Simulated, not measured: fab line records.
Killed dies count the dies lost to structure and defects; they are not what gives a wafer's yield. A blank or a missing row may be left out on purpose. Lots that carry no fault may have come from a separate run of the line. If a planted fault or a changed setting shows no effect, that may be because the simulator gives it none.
Struck lot and sound lot, side by side :: flow n5 finfet :: 32 steps out of a route of 1938
Sound: these wafers, L643.1, L643.2, L643.4. The struck wafers were L630.1, L630.2, L630.5. The cause comes at the end.
Each step with rows lists, per side, the tool, then ch with its chambers, then its first start. Under that, the readings that differ: sound wafers :: struck wafers :: difference of the means :: sigmas: that difference in standard deviations of wafers without a fault.
alike: words and numbers the same on both sides, and readings whose means are apart by under 2 such deviations; not compared: readings that were withheld, readings missing a value for some wafer, numbers with overlapping values and no deviation given by the record, and bounds like >300 which may hide the same value.
Wherever a step has rows on one side only, a row that says differs or no value, or a row with sigmas, the two part there. When numbers do not overlap yet have no deviation, they are printed without sigmas and do not part them. A reading that every wafer of one side lacks parts them only if that side has two wafers or more.

first, 7 steps without rows for these wafers: N5_SD_EPI_P_SRD_25 (time 30 s); N5_SD_ACTIVATION_RTA_00 (time 0 s); N5_SD_ACTIVATION_LSA_01 (time 0.0008 s); N5_ILD0_LINER_00 (material SiNx, target thk 4 nm, pulse time 1 s, purge time 2 s); N5_ILD0_FCVD_FILL_01 (material SiO2 flowable, target thk 200 nm, time 328.3 s); N5_ILD0_CURE_02 (time 1800 s); N5_ILD0_CMP_03 (polishes, stops on SiNx, t overpolish 1.9 s, target thk 197.38 nm).
N5_ILD0_CMP_07: polishes SiO2 flowable, stops on poly-Si, t overpolish 1.18 s, target thk 138.88 nm.
  sound on cmp-02 ch 1,2,3, day 9 01:08; struck on cmp-03 ch 1,2,3, day 5 13:26
  alike: motor current A
then, 23 steps without rows for these wafers: N5_ILD0_PRECLEAN_10 (cleans in NF3:NH3, afs cycles 5, time 20 s, sublimation time 60 s); N5_ILD0_ALD_15 (deposits SiNx, target thk 24 nm, pulse time 1 s, ald cycles 480); N5_ILD0_CMP_12 (polishes SiNx, stops on poly-Si, t overpolish 6 s, target thk 17.67 nm); N5_SDB_HM_DEP_00 (deposits SiNx from SiH4/NH3/N2, target thk 40 nm, time 35.3 s); N5_SDB_COAT_03 (time 60 s, resist thk 100 nm); N5_SDB_COAT_04 (time 60 s, resist thk 18 nm); N5_SDB_COAT_05 (resist thk 90 nm); N5_SDB_EBR_07; N5_SDB_SOFTBAKE_06 (time 60 s); N5_SDB_EXPOSE_08 (exposes mask SDB); N5_SDB_PEB_09 (peb time 60 s); N5_SDB_DEVELOP_10 (develop time 30 s); N5_SDB_DESCUM_16 (chemistry O2, time 7.9 s); N5_SDB_ETCH_17 (etches SiARC in CF4, target depth 23.4 nm, time 39 s); N5_SDB_ETCH_18 (etches SOC in N2/H2, target depth 100 nm, overetch 20 nm, time 150 s); N5_SDB_STRIP_19 (strips in N2/H2); N5_SDB_STRIP_21 (strips in CF4); N5_SDB_HM_OPEN_20 (chemistry CH3F/O2, target SiNx, stops on poly-Si, target depth 24 nm); N5_SDB_STRIP_22 (strips in N2/H2); N5_SDB_PRECLEAN_23 (cleans in dHF, time 30 s); N5_SDB_DUMMY_REMOVE_24 (chemistry TMAH, target poly-Si, stops on SiO2, target depth 142 nm, time 57 s, rinse time 30 s); N5_SDB_ETCH_25 (etches SiO2 in C4F6/O2, target depth 10 nm, time 3.3 s); N5_SDB_CUT_ETCH_26 (etches Si in HBr/Cl2/O2, target depth 129.6 nm, bt time 20 s, time 51.8 s).
-- the record jumps here: 9 days lie between the struck wafers' starts before and after (it left off in module SDB and takes up again in module PASSIVATION, whose first step shown is number 1936 of the route) --
N5_PASSIVATION_PROBE_49:
  only the struck wafers here have rows in the record (prober-01, day 14 14:05); the sound ones have none

== WHERE THEY PART ==
At N5_PASSIVATION_PROBE_49 and nowhere else, as far as this record goes.

WHY: what had been put in by the simulator
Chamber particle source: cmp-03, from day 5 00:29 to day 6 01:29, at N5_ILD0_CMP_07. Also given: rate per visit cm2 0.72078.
